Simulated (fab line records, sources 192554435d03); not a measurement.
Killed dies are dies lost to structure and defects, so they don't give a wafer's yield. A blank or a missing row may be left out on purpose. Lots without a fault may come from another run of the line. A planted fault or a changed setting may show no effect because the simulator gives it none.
Which tool did it? | flow n5_finfet | 23 lots, 69 wafers sampled, at 5 steps of a route of 1938

WHAT THE GAUGES READ, wafer by wafer
N5_BEOL_M13_OCD_MEAS_35. Usual: trench_depth_nm 413 nm, standard deviation 5.1.
lot  | measured     | on     | trench_depth_nm (nm) | flag
L074 | day 12 13:40 | ocd-02 | 407 418 421          |
L075 | day 13 21:55 | ocd-02 | 416 409 421          |
L076 | day 14 06:04 | ocd-02 | 419 413 419          |
L077 | day 14 09:55 | ocd-01 | 407 402 407          |
L078 | day 14 22:37 | ocd-01 | 417 406 410          |
L080 | day 15 02:18 | ocd-02 | 417 406 413          |
L081 | day 15 08:22 | ocd-01 | 412 416 401          |
L083 | day 15 09:15 | ocd-01 | 403 406 412          |
L082 | day 15 16:29 | ocd-02 | 411 413 405          |
L084 | day 15 18:10 | ocd-02 | 415 411 416          |
L086 | day 16 05:04 | ocd-01 | 417 415 418          |
L092 | day 16 06:33 | ocd-02 | 411 420 404          |
L085 | day 16 14:16 | ocd-01 | 409 414 415          |
L088 | day 17 00:34 | ocd-02 | 413 420 414          |
L087 | day 17 05:17 | ocd-02 | 414 411 417          |
L089 | day 17 05:56 | ocd-01 | 407 403 406          |
L090 | day 17 11:49 | ocd-02 | 417 412 415          |
L091 | day 17 18:28 | ocd-01 | 417 407 413          |
L097 | day 18 20:56 | ocd-02 | 420 423 419          |
L096 | day 18 22:10 | ocd-02 | 417 414 415          |
L079 | day 18 22:12 | ocd-01 | 411 406 411          |
L094 | day 19 14:26 | ocd-02 | 406 411 418          |
L095 | day 19 20:26 | ocd-01 | 410 405 412          |

WHICH TOOL RAN EACH LOT (tool, then ch and the chambers of the sampled wafers, then the start)
lot  | N5_BEOL_M13_DESCUM_15              | N5_BEOL_M13_STRIP_64                 | N5_BEOL_M13_ETCH_68                | N5_BEOL_M13_TRENCH_ETCH_34
L074 | rie_diel-01 ch 1,3, day 12 12:09   | plasma_asher-01 ch 0,1, day 12 12:33 | rie_diel-06 ch 0,1, day 12 13:17   | rie_diel-06 ch 0,1, day 12 13:30
L075 | rie_diel-01 ch 0,2,3, day 13 20:15 | plasma_asher-02 ch 0,1, day 13 20:38 | rie_diel-01 ch 1,3, day 13 21:31   | rie_diel-01 ch 1,3, day 13 21:44
L076 | rie_diel-03 ch 1,2,3, day 14 03:13 | plasma_asher-01 ch 1, day 14 03:35   | rie_diel-01 ch 2,3, day 14 05:40   | rie_diel-01 ch 2,3, day 14 05:53
L077 | rie_diel-01 ch 0,3, day 14 08:08   | plasma_asher-01 ch 0,1, day 14 08:31 | rie_diel-03 ch 0,2, day 14 09:31   | rie_diel-03 ch 0,2, day 14 09:45
L078 | rie_diel-06 ch 1,2,3, day 14 20:58 | plasma_asher-02 ch 0,1, day 14 21:22 | rie_diel-06 ch 1,2,3, day 14 22:13 | rie_diel-06 ch 1,2,3, day 14 22:26
L080 | rie_diel-03 ch 0,1,3, day 15 00:39 | plasma_asher-01 ch 0,1, day 15 01:02 | rie_diel-01 ch 0,1,3, day 15 01:55 | rie_diel-01 ch 0,1,3, day 15 02:08
L081 | rie_diel-01 ch 0,1,2, day 15 06:51 | plasma_asher-02 ch 0,1, day 15 07:14 | rie_diel-06 ch 0,2,3, day 15 07:58 | rie_diel-06 ch 0,2,3, day 15 08:11
L083 | rie_diel-01 ch 1,2,3, day 15 07:43 | plasma_asher-01 ch 0,1, day 15 08:07 | rie_diel-03 ch 0,3, day 15 08:51   | rie_diel-03 ch 0,3, day 15 09:04
L082 | rie_diel-03 ch 0,3, day 15 14:42   | plasma_asher-01 ch 0,1, day 15 15:07 | rie_diel-03 ch 2,3, day 15 16:05   | rie_diel-03 ch 2,3, day 15 16:18
L084 | rie_diel-06 ch 0,3, day 15 16:23   | plasma_asher-01 ch 0,1, day 15 16:47 | rie_diel-01 ch 0,1,3, day 15 17:46 | rie_diel-01 ch 0,1,3, day 15 17:59
L086 | rie_diel-06 ch 0,1, day 16 03:02   | plasma_asher-01 ch 0,1, day 16 03:25 | rie_diel-01 ch 0,2, day 16 04:40   | rie_diel-01 ch 0,2, day 16 04:53
L092 | rie_diel-06 ch 0,1,2, day 16 05:01 | plasma_asher-02 ch 0,1, day 16 05:25 | rie_diel-06 ch 1,2,3, day 16 06:09 | rie_diel-06 ch 1,2,3, day 16 06:22
L085 | rie_diel-01 ch 0,1,2, day 16 12:36 | plasma_asher-02 ch 0,1, day 16 13:01 | rie_diel-01 ch 0,3, day 16 13:52   | rie_diel-01 ch 0,3, day 16 14:05
L088 | rie_diel-03 ch 0,1, day 16 22:32   | plasma_asher-02 ch 0,1, day 16 22:56 | rie_diel-01 ch 0,1, day 17 00:10   | rie_diel-01 ch 0,1, day 17 00:23
L087 | rie_diel-03 ch 2,3, day 17 03:31   | plasma_asher-01 ch 0,1, day 17 03:55 | rie_diel-03 ch 1,3, day 17 04:53   | rie_diel-03 ch 1,3, day 17 05:07
L089 | rie_diel-01 ch 1,2,3, day 17 04:02 | plasma_asher-01 ch 0,1, day 17 04:41 | rie_diel-06 ch 2,3, day 17 05:32   | rie_diel-06 ch 2,3, day 17 05:45
L090 | rie_diel-01 ch 0,3, day 17 10:17   | plasma_asher-02 ch 0,1, day 17 10:40 | rie_diel-03 ch 1,2,3, day 17 11:25 | rie_diel-03 ch 1,2,3, day 17 11:38
L091 | rie_diel-06 ch 1,2,3, day 17 16:56 | plasma_asher-01 ch 0,1, day 17 17:19 | rie_diel-06 ch 0,2,3, day 17 18:04 | rie_diel-06 ch 0,2,3, day 17 18:17
L097 | rie_diel-06 ch 0,2,3, day 18 19:17 | plasma_asher-02 ch 0,1, day 18 19:40 | rie_diel-06 ch 0,1, day 18 20:32   | rie_diel-06 ch 0,1, day 18 20:45
L096 | rie_diel-06 ch 0,1,2, day 18 20:03 | plasma_asher-01 ch 0,1, day 18 20:26 | rie_diel-03 ch 0,3, day 18 21:47   | rie_diel-03 ch 0,3, day 18 22:00
L079 | rie_diel-01 ch 0,1,2, day 18 20:13 | plasma_asher-02 ch 0,1, day 18 20:35 | rie_diel-01 ch 0,1, day 18 21:48   | rie_diel-01 ch 0,1, day 18 22:02
L094 | rie_diel-06 ch 0,1,2, day 19 12:55 | plasma_asher-02 ch 0,1, day 19 13:17 | rie_diel-03 ch 0,1,2, day 19 14:02 | rie_diel-03 ch 0,1,2, day 19 14:16
L095 | rie_diel-01 ch 1,3, day 19 18:47   | plasma_asher-02 ch 0, day 19 19:10   | rie_diel-06 ch 2,3, day 19 20:03   | rie_diel-06 ch 2,3, day 19 20:16
- N5_BEOL_M13_DESCUM_15: chemistry O2, time 7.9 s.
- N5_BEOL_M13_STRIP_64: strips in N2/H2.
- N5_BEOL_M13_ETCH_68: etches SOC in N2/H2, time 355 s.
- N5_BEOL_M13_TRENCH_ETCH_34: etches SiOC in C4F8/O2/Ar, target depth 413.47 nm, time 162.6 s.

WHAT THE TOOLS THEMSELVES READ (means of the sampled wafers that have a number; where no wafer has one, the mark that the record gives instead)
N5_BEOL_M13_DESCUM_15. Usual: drypump_motor_current_A 6.0 A, standard deviation 0.53; o2_flow_sccm 225.1 sccm, standard deviation 0.66; oes_product_au 0.79 a.u., standard deviation 0.069; rf_vpp_V 243.1 V, standard deviation 1.4; showerhead_plenum_p_Torr 2.09 Torr, standard deviation 0.067; throttle_valve_pct 20.60 %, standard deviation 0.19.
lot  | tool        | drypump_motor_current_A (A) | o2_flow_sccm (sccm) | oes_product_au (a.u.) | rf_vpp_V (V) | showerhead_plenum_p_Torr (Torr) | throttle_valve_pct (%) | flag
L074 | rie_diel-01 | 6.1                         | 225.4               | 0.84                  | 242.8        | 2.07                            | 20.54                  |
L075 | rie_diel-01 | 6.4                         | 225.0               | 0.83                  | 242.7        | 2.09                            | 20.68                  |
L076 | rie_diel-03 | 5.5                         | 224.7               | 0.76                  | 242.9        | 2.09                            | 20.38                  |
L077 | rie_diel-01 | 6.2                         | 225.6               | 0.84                  | 242.2        | 2.03                            | 20.67                  |
L078 | rie_diel-06 | 5.6                         | 225.0               | 0.80                  | 243.6        | 2.08                            | 20.55                  |
L080 | rie_diel-03 | 5.7                         | 224.6               | 0.74                  | 242.0        | 2.06                            | 20.47                  |
L081 | rie_diel-01 | 6.4                         | 224.9               | 0.77                  | 243.2        | 2.10                            | 20.69                  |
L083 | rie_diel-01 | 6.2                         | 225.5               | 0.80                  | 243.4        | 2.11                            | 20.58                  |
L082 | rie_diel-03 | 5.5                         | 224.6               | 0.74                  | 243.4        | 2.09                            | 20.71                  |
L084 | rie_diel-06 | 5.6                         | 224.4               | 0.81                  | 242.8        | 2.13                            | 20.74                  |
L086 | rie_diel-06 | 5.6                         | 225.0               | 0.89                  | 243.6        | 2.14                            | 20.38                  |
L092 | rie_diel-06 | 6.0                         | 224.6               | 0.83                  | 243.0        | 2.09                            | 20.46                  |
L085 | rie_diel-01 | 6.4                         | 225.1               | 0.76                  | 242.8        | 2.10                            | 20.70                  |
L088 | rie_diel-03 | 5.7                         | 225.5               | 0.69                  | 243.2        | 2.04                            | 20.58                  |
L087 | rie_diel-03 | 5.2                         | 225.1               | 0.78                  | 244.3        | 2.13                            | 20.55                  |
L089 | rie_diel-01 | 6.2                         | 225.5               | 0.79                  | 243.6        | 2.10                            | 20.60                  |
L090 | rie_diel-01 | 6.2                         | 225.8               | 0.82                  | 242.3        | 2.02                            | 20.70                  |
L091 | rie_diel-06 | 5.6                         | 225.0               | 0.78                  | 243.3        | 2.07                            | 20.58                  |
L097 | rie_diel-06 | 6.0                         | 224.8               | 0.77                  | 243.1        | 2.08                            | 20.67                  |
L096 | rie_diel-06 | 6.0                         | 225.5               | 0.81                  | 243.2        | 2.08                            | 20.50                  |
L079 | rie_diel-01 | 6.5                         | 225.0               | 0.74                  | 243.7        | 2.09                            | 20.73                  |
L094 | rie_diel-06 | 6.0                         | 226.0               | 0.81                  | 242.4        | 2.08                            | 20.51                  |
L095 | rie_diel-01 | 6.1                         | 225.4               | 0.78                  | 242.5        | 2.05                            | 20.62                  |

N5_BEOL_M13_STRIP_64. Usual: drypump_motor_current_A 5.23 A, standard deviation 0.21; heater_power_w 344 W, standard deviation 21; oes_product_au 0.715 a.u., standard deviation 0.0046; strip_time_to_endpoint_s 31.34 s, standard deviation 0.084.
lot  | tool            | drypump_motor_current_A (A) | heater_power_w (W) | oes_product_au (a.u.) | strip_time_to_endpoint_s (s) | flag
L074 | plasma_asher-01 | 5.21                        | 338                | 0.713                 | 31.38                        |
L075 | plasma_asher-02 | 5.34                        | 360                | 0.714                 | 31.38                        |
L076 | plasma_asher-01 | 4.91                        | 315                | 0.713                 | 31.28                        |
L077 | plasma_asher-01 | 5.04                        | 328                | 0.714                 | 31.37                        |
L078 | plasma_asher-02 | 5.38                        | 356                | 0.713                 | 31.44                        |
L080 | plasma_asher-01 | 5.22                        | 336                | 0.714                 | 31.31                        |
L081 | plasma_asher-02 | 5.37                        | 356                | 0.716                 | 31.35                        |
L083 | plasma_asher-01 | 5.20                        | 336                | 0.717                 | 31.51                        |
L082 | plasma_asher-01 | 5.20                        | 335                | 0.714                 | 31.46                        |
L084 | plasma_asher-01 | 5.06                        | 323                | 0.709                 | 31.38                        |
L086 | plasma_asher-01 | 5.06                        | 322                | 0.712                 | 31.38                        |
L092 | plasma_asher-02 | 5.34                        | 362                | 0.721                 | 31.26                        |
L085 | plasma_asher-02 | 5.36                        | 364                | 0.716                 | 31.30                        |
L088 | plasma_asher-02 | 5.37                        | 352                | 0.716                 | 31.39                        |
L087 | plasma_asher-01 | 5.06                        | 325                | 0.716                 | 31.32                        |
L089 | plasma_asher-01 | 5.06                        | 322                | 0.713                 | 31.25                        |
L090 | plasma_asher-02 | 5.33                        | 360                | 0.716                 | 31.28                        |
L091 | plasma_asher-01 | 5.06                        | 323                | 0.709                 | 31.28                        |
L097 | plasma_asher-02 | 5.33                        | 368                | 0.714                 | 31.45                        |
L096 | plasma_asher-01 | 5.05                        | 321                | 0.716                 | 31.21                        |
L079 | plasma_asher-02 | 5.36                        | 361                | 0.714                 | 31.20                        |
L094 | plasma_asher-02 | 5.38                        | 359                | 0.717                 | 31.20                        |
L095 | plasma_asher-02 | 5.41                        | 348                | 0.718                 | 31.37                        |

N5_BEOL_M13_ETCH_68. Usual: drypump_motor_current_A 5.9 A, standard deviation 0.56; oes_product_au 0.79 a.u., standard deviation 0.072; rf_vpp_V 523.6 V, standard deviation 2.4; showerhead_plenum_p_Torr 2.53 Torr, standard deviation 0.083; throttle_valve_pct 17.91 %, standard deviation 0.18.
lot  | tool        | drypump_motor_current_A (A) | oes_product_au (a.u.) | rf_vpp_V (V) | showerhead_plenum_p_Torr (Torr) | throttle_valve_pct (%) | flag
L074 | rie_diel-06 | 5.6                         | 0.86                  | 525.9        | 2.60                            | 17.75                  |
L075 | rie_diel-01 | 6.1                         | 0.82                  | 522.5        | 2.49                            | 17.81                  |
L076 | rie_diel-01 | 6.3                         | 0.85                  | 525.7        | 2.62                            | 17.98                  |
L077 | rie_diel-03 | 5.4                         | 0.70                  | 524.7        | 2.54                            | 17.99                  |
L078 | rie_diel-06 | 5.6                         | 0.80                  | 523.5        | 2.52                            | 17.88                  |
L080 | rie_diel-01 | 6.3                         | 0.79                  | 522.6        | 2.48                            | 17.94                  |
L081 | rie_diel-06 | 6.0                         | 0.81                  | 524.2        | 2.53                            | 17.97                  |
L083 | rie_diel-03 | 5.5                         | 0.73                  | 523.1        | 2.52                            | 18.01                  |
L082 | rie_diel-03 | 5.2                         | 0.79                  | 524.4        | 2.59                            | 17.89                  |
L084 | rie_diel-01 | 6.3                         | 0.78                  | 522.1        | 2.48                            | 17.93                  |
L086 | rie_diel-01 | 6.5                         | 0.79                  | 525.3        | 2.61                            | 18.11                  |
L092 | rie_diel-06 | 5.6                         | 0.79                  | 523.7        | 2.52                            | 17.90                  |
L085 | rie_diel-01 | 6.5                         | 0.78                  | 520.1        | 2.45                            | 18.05                  |
L088 | rie_diel-01 | 6.4                         | 0.72                  | 522.2        | 2.49                            | 17.97                  |
L087 | rie_diel-03 | 5.9                         | 0.74                  | 522.2        | 2.47                            | 17.72                  |
L089 | rie_diel-06 | 6.0                         | 0.73                  | 521.6        | 2.46                            | 18.04                  |
L090 | rie_diel-03 | 5.5                         | 0.73                  | 524.9        | 2.53                            | 17.82                  |
L091 | rie_diel-06 | 6.0                         | 0.78                  | 523.0        | 2.52                            | 17.99                  |
L097 | rie_diel-06 | 6.1                         | 0.86                  | 524.7        | 2.59                            | 17.79                  |
L096 | rie_diel-03 | 5.5                         | 0.90                  | 524.2        | 2.51                            | 17.74                  |
L079 | rie_diel-01 | 6.5                         | 0.72                  | 521.5        | 2.46                            | 18.09                  |
L094 | rie_diel-03 | 5.5                         | 0.77                  | 522.6        | 2.50                            | 17.75                  |
L095 | rie_diel-06 | 5.6                         | 0.73                  | 522.0        | 2.50                            | 18.12                  |

N5_BEOL_M13_TRENCH_ETCH_34. Usual: drypump_motor_current_A 5.9 A, standard deviation 0.56; oes_product_au 0.79 a.u., standard deviation 0.073; rf_vpp_V 665 V, standard deviation 3; showerhead_plenum_p_Torr 3.40 Torr, standard deviation 0.1; throttle_valve_pct 24.33 %, standard deviation 0.21.
lot  | tool        | drypump_motor_current_A (A) | oes_product_au (a.u.) | rf_vpp_V (V) | showerhead_plenum_p_Torr (Torr) | throttle_valve_pct (%) | flag
L074 | rie_diel-06 | 5.6                         | 0.86                  | 668          | 3.49                            | 24.17                  |
L075 | rie_diel-01 | 6.1                         | 0.82                  | 663          | 3.35                            | 24.28                  |
L076 | rie_diel-01 | 6.3                         | 0.85                  | 668          | 3.50                            | 24.42                  |
L077 | rie_diel-03 | 5.4                         | 0.70                  | 666          | 3.43                            | 24.45                  |
L078 | rie_diel-06 | 5.6                         | 0.80                  | 665          | 3.39                            | 24.28                  |
L080 | rie_diel-01 | 6.3                         | 0.78                  | 663          | 3.34                            | 24.38                  |
L081 | rie_diel-06 | 6.0                         | 0.80                  | 665          | 3.40                            | 24.40                  |
L083 | rie_diel-03 | 5.5                         | 0.73                  | 665          | 3.39                            | 24.41                  |
L082 | rie_diel-03 | 5.2                         | 0.79                  | 668          | 3.47                            | 24.31                  |
L084 | rie_diel-01 | 6.3                         | 0.78                  | 663          | 3.33                            | 24.38                  |
L086 | rie_diel-01 | 6.5                         | 0.80                  | 667          | 3.48                            | 24.53                  |
L092 | rie_diel-06 | 5.6                         | 0.79                  | 665          | 3.38                            | 24.30                  |
L085 | rie_diel-01 | 6.4                         | 0.78                  | 662          | 3.30                            | 24.54                  |
L088 | rie_diel-01 | 6.4                         | 0.73                  | 664          | 3.35                            | 24.35                  |
L087 | rie_diel-03 | 5.9                         | 0.74                  | 663          | 3.31                            | 23.98                  |
L089 | rie_diel-06 | 6.0                         | 0.73                  | 662          | 3.32                            | 24.44                  |
L090 | rie_diel-03 | 5.5                         | 0.75                  | 664          | 3.40                            | 24.16                  |
L091 | rie_diel-06 | 6.0                         | 0.77                  | 665          | 3.39                            | 24.42                  |
L097 | rie_diel-06 | 6.0                         | 0.86                  | 667          | 3.47                            | 24.25                  |
L096 | rie_diel-03 | 5.5                         | 0.90                  | 665          | 3.38                            | 24.25                  |
L079 | rie_diel-01 | 6.5                         | 0.72                  | 663          | 3.31                            | 24.51                  |
L094 | rie_diel-03 | 5.6                         | 0.78                  | 664          | 3.37                            | 24.15                  |
L095 | rie_diel-06 | 5.6                         | 0.73                  | 664          | 3.36                            | 24.49                  |

THE ANSWER, worked out from the rows above alone
Rule: a lot is off if the mean of its wafers that have a number lies more than 3 standard deviations from the usual mean. A lot without any number at a reading at which 4 lots or more have one is off too. The other lots that the step has rows for count as sound. The gauges are gone through in route order, then the tools' own readings, and for those a lot's mean is taken as printed above. The first step at which some lot is off is used, and at that step the reading that is off furthest; a lot without a number counts as furthest.
No lot is off at any reading shown: from this, nothing can be told.

WHAT THE SIMULATOR HAD PUT IN
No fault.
